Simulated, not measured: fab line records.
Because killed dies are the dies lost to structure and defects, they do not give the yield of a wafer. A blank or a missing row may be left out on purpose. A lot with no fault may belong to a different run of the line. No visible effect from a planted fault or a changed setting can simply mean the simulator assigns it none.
Chamber matching	flow nand_harc	NHARC_A_ZERO_WELL_ETCH_19 on rie_diel-03: 4 sister chambers
The step etches the open film in N2/H2, target depth 80 nm, overetch 24 nm, time 87.88 s. 4 wafers are shown with their chamber, then 7 later ones without.

WAFERS, EACH WITH ITS CHAMBER
wafer	chamber	showerhead_plenum_p_Torr (Torr)
L758.6	3	1.99
L759.1	0	2.13
L760.6	2	2.08
L763.5	1	1.89

WAFERS MISSING THEIR CHAMBER
wafer	showerhead_plenum_p_Torr (Torr)
L763.6	2.08
L772.1	2.08
L772.3	2.12
L772.5	2.08
L777.3	1.89
L777.5	2.08
L777.6	1.99

THE CHAMBER EACH PASSED THROUGH
wafer	from the rows above	in truth
L763.6	2	2
L772.1	2	2
L772.3	0	0
L772.5	2	2
L777.3	1	1
L777.5	2	2
L777.6	3	3
Placed correctly: 7 of 7. Number that these rows cannot place: 0. Number placed wrongly: 0.
How it was worked out, from the rows above alone: a wafer's distance from a chamber is the root of the sum, over the readings, of the square of ((its reading less the chamber's mean) divided by the reading's scatter). The wafer belongs to the nearest chamber; if the next one is less than 2 further off, it can't be placed. The mean given for a chamber averages the wafers shown for that chamber. The scatter: root of mean squared gap, hidden wafer to nearest shown wafer, with one shown wafer a chamber.
